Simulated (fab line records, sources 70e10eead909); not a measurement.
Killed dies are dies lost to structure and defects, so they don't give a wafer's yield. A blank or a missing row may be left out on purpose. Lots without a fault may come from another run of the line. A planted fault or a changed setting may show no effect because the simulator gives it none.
A struck lot beside a sound one | flow nand_harc | 15 steps out of a route of 1159
Sound: wafers L861.2, L861.5, L861.6. Struck: wafer L862.5. (L862.2, L862.4 of the same lot were not struck and are left out.) The cause comes at the end.
At each step with rows: each side's tool, then ch and its chambers, then its first start. Under that, the readings that differ: sound wafers | struck wafers | difference of the means | sigmas: that difference in standard deviations of wafers without a fault.
alike: readings whose means differ by less than 2 such deviations, and words and numbers that are the same on both sides. not compared: withheld readings, readings that some wafer has no value for, bounds like >300 that may hide the same value, and numbers for which the record gives no deviation and whose values overlap.
The two part at a step that has a row with sigmas, a row that says differs or no value, or rows on one side only. Numbers that don't overlap but have no deviation are shown without sigmas and don't part them. A reading that every wafer of one side lacks parts them only if that side has two wafers or more.

first, 9 steps without rows for these wafers: NHARC_THIN_TSV_PVD_24 (deposits Al, target thk 800 nm); NHARC_THIN_TSV_DEHYDRATE_25 (time 120 s); NHARC_THIN_TSV_HMDS_26 (time 30 s); NHARC_THIN_TSV_COAT_27; NHARC_THIN_TSV_SOFTBAKE_28 (time 95 s); NHARC_THIN_TSV_EBR_29; NHARC_THIN_TSV_EXPOSE_30 (exposes mask PAD); NHARC_THIN_TSV_PEB_31 (peb time 85 s); NHARC_THIN_TSV_DEVELOP_32 (time 70 s).
NHARC_THIN_TSV_CD_MEAS_33: target cd 5000 nm.
  sound on cd_sem-02 ch 0, day 20 13:28; struck on cd_sem-03 ch 0, day 20 12:05
  alike: cd_nm
then, 1 step without rows for these wafers: NHARC_THIN_TSV_HARDBAKE_34 (time 80 s).
NHARC_THIN_TSV_DESCUM_35: chemistry O2, time 3 s.
  sound on rie_diel-10 ch 1,2, day 20 13:37; struck on rie_diel-09 ch 0, day 20 12:15
  reading               | sound             | struck | difference | sigmas
  oes_product_au (a.u.) | 0.980 1.001 0.981 | 1.041  | +0.054     | +4
  alike: drypump_motor_current_A, rf_vpp_V, showerhead_plenum_p_Torr, throttle_valve_pct
  not compared: rf_hours_counter_h
NHARC_THIN_TSV_ETCH_59: etches the open film in Cl2/BCl3, target depth 880 nm, time 138.1 s.
  sound on rie_metal-02 ch 0,1, day 20 13:45; struck on rie_metal-01 ch 1, day 20 12:25
  reading          | sound             | struck | difference | sigmas
  run_length_s (s) | 159.8 160.2 159.5 | 63.3   | -96.5      | -99 or more
  alike: drypump_motor_current_A, oes_product_au, throttle_valve_pct
  not compared: rf_hours_counter_h
NHARC_THIN_TSV_ETCH_36: etches the open film in Cl2/BCl3, target depth 65 nm, time 18.571 s.
  sound on rie_metal-02 ch 0,1, day 20 14:01; struck on rie_metal-01 ch 1, day 20 12:38
  alike: drypump_motor_current_A, oes_product_au, run_length_s
  not compared: rf_hours_counter_h
NHARC_END_SORT_01:
  sound on prober-02 ch 0, day 20 21:49; struck on prober-01 ch 0, day 21 00:12
  reading                  | sound          | struck | difference | sigmas
  defect_limited_yield (%) | 93.5 94.5 95.1 | 0      | -94        | -56
  killed_at_array          | 39 34 29       | 7      | -27        | -2
  killed_at_other          | 0 0 1          | 664    | +664       | +99 or more
  killed_dies              | 44 37 33       | 677    | +639       | +58
  sort_bin_3_pct (%)       | 0.59 0.15 0.30 | 98.23  | +97.88     | +99 or more
  sort_bin_4_pct (%)       | 4.7 3.5 3.4    | 1.2    | -2.7       | -2
  sort_n_pass              | 633 640 644    | 0      | -639       | -58
  sort_rim_yield_pct (%)   | 89.6 94.3 98.1 | 0      | -94        | -38
  sort_yield_pct (%)       | 93.5 94.5 95.1 | 0      | -94        | -56
  alike: killed_at_periphery, killed_open, killed_short, sort_bin_2_pct

WHERE THEY PART
First at NHARC_THIN_TSV_DESCUM_35; last, within this record, at NHARC_END_SORT_01.

WHY: what the simulator had put in
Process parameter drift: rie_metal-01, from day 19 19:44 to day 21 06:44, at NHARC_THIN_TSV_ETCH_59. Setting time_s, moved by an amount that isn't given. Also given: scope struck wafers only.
